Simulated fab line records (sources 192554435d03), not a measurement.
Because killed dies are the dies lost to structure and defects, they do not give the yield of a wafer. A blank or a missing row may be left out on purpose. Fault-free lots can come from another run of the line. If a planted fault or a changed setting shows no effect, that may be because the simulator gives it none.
Split-lot trial :: flow n5Finfet :: on a route of 1938 steps: 7 lots, 21 wafers read

## ABOUT THE SPLIT
At N5_SD_EPI_N_COAT_33 (time 60 s, resist thk 35 nm), the setting spinRpm was moved away from the recipe's 1500 rpm on 9 of the 21 wafers read, by -10.7% to +10.0%. The other wafers ran this setting at the recipe's value.

## FROM THE SPLIT TO THE READING: what the file shows between them, 4 steps
- N5_SD_EPI_N_PEB_07: peb time 60 s (also split here: pebTempC)
- N5_SD_EPI_N_DEVELOP_08: develop time 30 s
- N5_SD_EPI_N_CD_MEAS_09: target cd 120 nm
- N5_SD_EPI_N_DESCUM_14: chemistry O2, time 7.9 s

## THE READING
CAR-ArF-block_of_SD_EPI_N_COAT_03.thkNm (the simulator's own value, which no gauge read), in nm, at N5_SD_EPI_N_ETCH_34 (etches SiARC in CF4, target depth 45.5 nm, time 75.8 s). No usual value for it is given in the file. Here, 12 wafers ran the recipe; their average is 111.1 nm with a standard deviation of 0.36 nm.

wafer: L079.2
tool, chamber at the split: lithoTrack-05, 0
spinRpm as run, rpm: 1500
against the recipe: recipe
CAR-ArF-block_of_SD_EPI_N_COAT_03.thkNm, nm: 110.8
against lot-mates on the recipe: -

wafer: L079.4
tool, chamber at the split: lithoTrack-05, 0
spinRpm as run, rpm: 1339
against the recipe: -10.7%
CAR-ArF-block_of_SD_EPI_N_COAT_03.thkNm, nm: 108.2
against lot-mates on the recipe: -2.6

wafer: L079.5
tool, chamber at the split: lithoTrack-05, 0
spinRpm as run, rpm: 1339
against the recipe: -10.7%
CAR-ArF-block_of_SD_EPI_N_COAT_03.thkNm, nm: 109.4
against lot-mates on the recipe: -1.4

wafer: L080.1
tool, chamber at the split: lithoTrack-02, 0
spinRpm as run, rpm: 1500
against the recipe: recipe
CAR-ArF-block_of_SD_EPI_N_COAT_03.thkNm, nm: 110.6
against lot-mates on the recipe: -

wafer: L080.2
tool, chamber at the split: lithoTrack-02, 0
spinRpm as run, rpm: 1500
against the recipe: recipe
CAR-ArF-block_of_SD_EPI_N_COAT_03.thkNm, nm: 110.6
against lot-mates on the recipe: -

wafer: L080.6
tool, chamber at the split: lithoTrack-02, 0
spinRpm as run, rpm: 1500
against the recipe: recipe
CAR-ArF-block_of_SD_EPI_N_COAT_03.thkNm, nm: 111
against lot-mates on the recipe: -

wafer: L082.2
tool, chamber at the split: lithoTrack-02, 0
spinRpm as run, rpm: 1358
against the recipe: -9.5%
CAR-ArF-block_of_SD_EPI_N_COAT_03.thkNm, nm: 110.2
against lot-mates on the recipe: no lot-mate on the recipe

wafer: L082.4
tool, chamber at the split: lithoTrack-02, 0
spinRpm as run, rpm: 1358
against the recipe: -9.5%
CAR-ArF-block_of_SD_EPI_N_COAT_03.thkNm, nm: 110
against lot-mates on the recipe: no lot-mate on the recipe

wafer: L082.5
tool, chamber at the split: lithoTrack-02, 0
spinRpm as run, rpm: 1358
against the recipe: -9.5%
CAR-ArF-block_of_SD_EPI_N_COAT_03.thkNm, nm: 109.8
against lot-mates on the recipe: no lot-mate on the recipe

wafer: L084.1
tool, chamber at the split: lithoTrack-05, 0
spinRpm as run, rpm: 1500
against the recipe: recipe
CAR-ArF-block_of_SD_EPI_N_COAT_03.thkNm, nm: 111
against lot-mates on the recipe: -

wafer: L084.4
tool, chamber at the split: lithoTrack-05, 0
spinRpm as run, rpm: 1437
against the recipe: -4.2%
CAR-ArF-block_of_SD_EPI_N_COAT_03.thkNm, nm: 110.4
against lot-mates on the recipe: -0.6

wafer: L084.6
tool, chamber at the split: lithoTrack-05, 0
spinRpm as run, rpm: 1500
against the recipe: recipe
CAR-ArF-block_of_SD_EPI_N_COAT_03.thkNm, nm: 111
against lot-mates on the recipe: -

wafer: L091.1
tool, chamber at the split: lithoTrack-04, 0
spinRpm as run, rpm: 1650
against the recipe: +10.0%
CAR-ArF-block_of_SD_EPI_N_COAT_03.thkNm, nm: 113.2
against lot-mates on the recipe: +1.7

wafer: L091.3
tool, chamber at the split: lithoTrack-04, 0
spinRpm as run, rpm: 1500
against the recipe: recipe
CAR-ArF-block_of_SD_EPI_N_COAT_03.thkNm, nm: 111.6
against lot-mates on the recipe: -

wafer: L091.4
tool, chamber at the split: lithoTrack-04, 0
spinRpm as run, rpm: 1500
against the recipe: recipe
CAR-ArF-block_of_SD_EPI_N_COAT_03.thkNm, nm: 111.4
against lot-mates on the recipe: -

wafer: L092.1
tool, chamber at the split: lithoTrack-05, 0
spinRpm as run, rpm: 1500
against the recipe: recipe
CAR-ArF-block_of_SD_EPI_N_COAT_03.thkNm, nm: 111.8
against lot-mates on the recipe: -

wafer: L092.2
tool, chamber at the split: lithoTrack-05, 0
spinRpm as run, rpm: 1500
against the recipe: recipe
CAR-ArF-block_of_SD_EPI_N_COAT_03.thkNm, nm: 111.4
against lot-mates on the recipe: -

wafer: L092.5
tool, chamber at the split: lithoTrack-05, 0
spinRpm as run, rpm: 1500
against the recipe: recipe
CAR-ArF-block_of_SD_EPI_N_COAT_03.thkNm, nm: 111.2
against lot-mates on the recipe: -

wafer: L097.2
tool, chamber at the split: lithoTrack-02, 0
spinRpm as run, rpm: 1437
against the recipe: -4.2%
CAR-ArF-block_of_SD_EPI_N_COAT_03.thkNm, nm: 110.8
against lot-mates on the recipe: -0.2

wafer: L097.5
tool, chamber at the split: lithoTrack-02, 0
spinRpm as run, rpm: 1437
against the recipe: -4.2%
CAR-ArF-block_of_SD_EPI_N_COAT_03.thkNm, nm: 110.2
against lot-mates on the recipe: -0.8

wafer: L097.6
tool, chamber at the split: lithoTrack-02, 0
spinRpm as run, rpm: 1500
against the recipe: recipe
CAR-ArF-block_of_SD_EPI_N_COAT_03.thkNm, nm: 111
against lot-mates on the recipe: -

THE FIT
A straight line over all 21 wafers: CAR-ArF-block_of_SD_EPI_N_COAT_03.thkNm changes by +0.174 nm for each +1% of spinRpm; r = +0.90; the points scatter about the line by 0.45 nm.
The same after taking each lot's own level away (the mean of its wafers on the recipe; 18 wafers): +0.175 nm for each +1%; r = +0.94; scatter 0.29 nm.
Per that fit: largest spinRpm move, reading shift of 1.9 nm.
From 110.73 to 111.50 nm: that is the span of the lots' own levels, equal to 2.1 times the standard deviation above.
The two slopes agree, so the slope changes little with the lot-to-lot level.
Check: with one of the wafers moved furthest among these (-10.7%) left out of the fit, the line predicts -1.53 nm for it against its lot-mates. Against them it came out at -2.6 nm.

## THESE WAFERS: OTHER SPLITS
Other splits were also applied to these wafers ahead of the reading. Each is held against what the fit with the lots' levels taken away leaves over:
other split on the same wafers: N5_ZERO_LAYER_EXPOSE_08 doseMj
wafers away from the commonest value: 7
r with CAR-ArF-block_of_SD_EPI_N_COAT_03.thkNm (lot level and that fit taken away): +0.13

other split on the same wafers: N5_ZERO_LAYER_ETCH_18 icpW
wafers away from the commonest value: 7
r with CAR-ArF-block_of_SD_EPI_N_COAT_03.thkNm (lot level and that fit taken away): +0.07

other split on the same wafers: N5_PMOS_HMC_CHANNEL_EPI_COAT_31 spinRpm
wafers away from the commonest value: 7
r with CAR-ArF-block_of_SD_EPI_N_COAT_03.thkNm (lot level and that fit taken away): +0.04

other split on the same wafers: N5_PMOS_HMC_CHANNEL_EPI_EXPOSE_06 doseMj
wafers away from the commonest value: 5
r with CAR-ArF-block_of_SD_EPI_N_COAT_03.thkNm (lot level and that fit taken away): +0.02

other split on the same wafers: N5_FIN_CUT_ETCH_21 biasW
wafers away from the commonest value: 5
r with CAR-ArF-block_of_SD_EPI_N_COAT_03.thkNm (lot level and that fit taken away): -0.07

other split on the same wafers: N5_FIN_CUT_CUT_ETCH_15 timeS
wafers away from the commonest value: 4
r with CAR-ArF-block_of_SD_EPI_N_COAT_03.thkNm (lot level and that fit taken away): +0.37

other split on the same wafers: N5_SD_EPI_N_PEB_07 pebTempC
wafers away from the commonest value: 10
r with CAR-ArF-block_of_SD_EPI_N_COAT_03.thkNm (lot level and that fit taken away): +0.23

## THE WHOLE CHAIN: every reading that the file lists as answering this split, in the file's order
step: N5_SD_EPI_N_COAT_33
what it does: time 60 s, resist thk 35 nm
reading: SiARC_of_SD_EPI_N_COAT_33.thkNm (the simulator's own value, which no gauge read)
change (the file's fit): -0.173 nm for each +1% of the setting
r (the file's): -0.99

step: N5_SD_EPI_N_ETCH_34
what it does: etches SiARC in CF4, target depth 45.5 nm, time 75.8 s
reading: etch.depthNm (the simulator's own value, which no gauge read)
change (the file's fit): -0.171 nm for each +1% of the setting
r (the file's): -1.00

step: N5_SD_EPI_N_ETCH_34
what it does: etches SiARC in CF4, target depth 45.5 nm, time 75.8 s
reading: CAR-ArF-block_of_SD_EPI_N_COAT_03.thkNm (the simulator's own value, which no gauge read)
change (the file's fit): +0.172 nm for each +1% of the setting
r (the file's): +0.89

## THE FILE'S OWN FIT
CAR-ArF-block_of_SD_EPI_N_COAT_03.thkNm changes by +0.172 nm for each +1% of spinRpm, r = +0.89.
